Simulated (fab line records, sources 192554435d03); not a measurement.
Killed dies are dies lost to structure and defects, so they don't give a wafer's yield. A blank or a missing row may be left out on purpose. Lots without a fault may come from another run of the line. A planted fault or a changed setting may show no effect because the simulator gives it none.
Problem report in the 8D (eight disciplines) form, filled by code | flow n5_finfet | the parts of the form that need people (team, actions taken, sign-off) are left out

1. THE PROBLEM
CJ_P at N5_BEOL_M4_RC_MEAS_101 reads a mean of 4.65 on 2 wafers of 2 lots; wafers without a fault read 5.85 with a standard deviation of 0.16. That is -7.5 standard deviations from the usual mean.
First seen on wafer L412.6, day 9 22:04, on prober-02. The record holds 26 wafers of 9 lots with a number at this step. Rule for "out", or "out of limits": more than 4 standard deviations from the usual mean. The other wafers with a number count as sound.

2. WHAT IT IS AND WHAT IT IS NOT
question                    | is                   | is not
which readings at this step | CJ_P, CJ_N, RS_PWELL | DIBL_N, DIBL_P, IOFF_N, IOFF_P, ION_P, SS_N, SS_P, VT_N, VT_P
which lots                  | L412, L415           | L404, L405, L408, L419, L422, L423, L425
which wafers of those lots  | L412.6, L415.3       | L412.4, L415.1, L415.5
read on which gauges        | prober-02            | prober-01
when                        | from day 9 22:04     | up to then (10 sound wafers); but 14 sound wafers of L415, L419, L422, L423, L425 came after

3. SUSPECTS, AND WHAT RULES EACH OUT
Counting: a tool at a process step up to the reading stays a suspect if it ran every lot that is out. Sound lots after the first of them don't rule it out here, since some wafers of a struck lot are sound.
- the gauge at N5_BEOL_M4_RC_MEAS_101: ruled out. All the wafers that are out were read on prober-02, but those of them that N5_WELL_APT_EPI_41 has rows for are out there too, on other tools.
- epi_rpcvd-03 at N5_WELL_APT_EPI_41 (deposits Si from SiH4/H2, target thk 50 nm, time 297.7 s): kept. It ran every lot that is out, first L412 (day 3 16:57); its last sound lot up to then is L405 (day 1 22:09). Its own readings are out on those wafers: run_length_s.
Left after counting: epi_rpcvd-03 at N5_WELL_APT_EPI_41.

4. THE CAUSE (what the simulator had put in)
Process parameter drift: epi_rpcvd-03, from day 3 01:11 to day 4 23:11, at N5_WELL_APT_EPI_41. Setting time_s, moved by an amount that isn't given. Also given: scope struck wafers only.
Counting left only this tool.

5. THE CHAIN OF EFFECTS, in route order
Each row: a reading whose mean over the struck wafers that have a number lies more than 3 standard deviations from the usual. Only readings for which the record gives a usual standard deviation are gone through. hours: the time from each lot's start at the first step in this table that gives one to its start at this step, as a median over the lots. sigmas: the change in usual standard deviations.
hours | step                   | reading      | usual       | on struck wafers | change | sigmas
0     | N5_WELL_APT_EPI_41     | run_length_s | 358 s       | 315              | -43    | -13
153   | N5_BEOL_M4_RC_MEAS_101 | CJ_N         | 4.38        | 4.90             | +0.52  | +5.7
153   | N5_BEOL_M4_RC_MEAS_101 | CJ_P         | 5.85        | 4.65             | -1.20  | -7.5
153   | N5_BEOL_M4_RC_MEAS_101 | RS_PWELL     | 3018 ohm/sq | 3168             | +150   | +7.1
The process steps in it:
- N5_WELL_APT_EPI_41: deposits Si from SiH4/H2, target thk 50 nm, time 297.7 s.

6. WHAT WOULD HAVE CAUGHT IT SOONER
In this record the first reading out of limits at a measuring or inspecting step was taken at day 9 22:04, 165 hours after the fault began at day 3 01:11.
The tool's own readings at N5_WELL_APT_EPI_41 were out on every struck wafer that the step has a row for (run_length_s): an alarm limit on them would have fired on the first of those.
All the lots that are out (2) had begun N5_WELL_APT_EPI_41 on epi_rpcvd-03 by day 9 22:04. A hold on the tool at that time would have spared none of them.
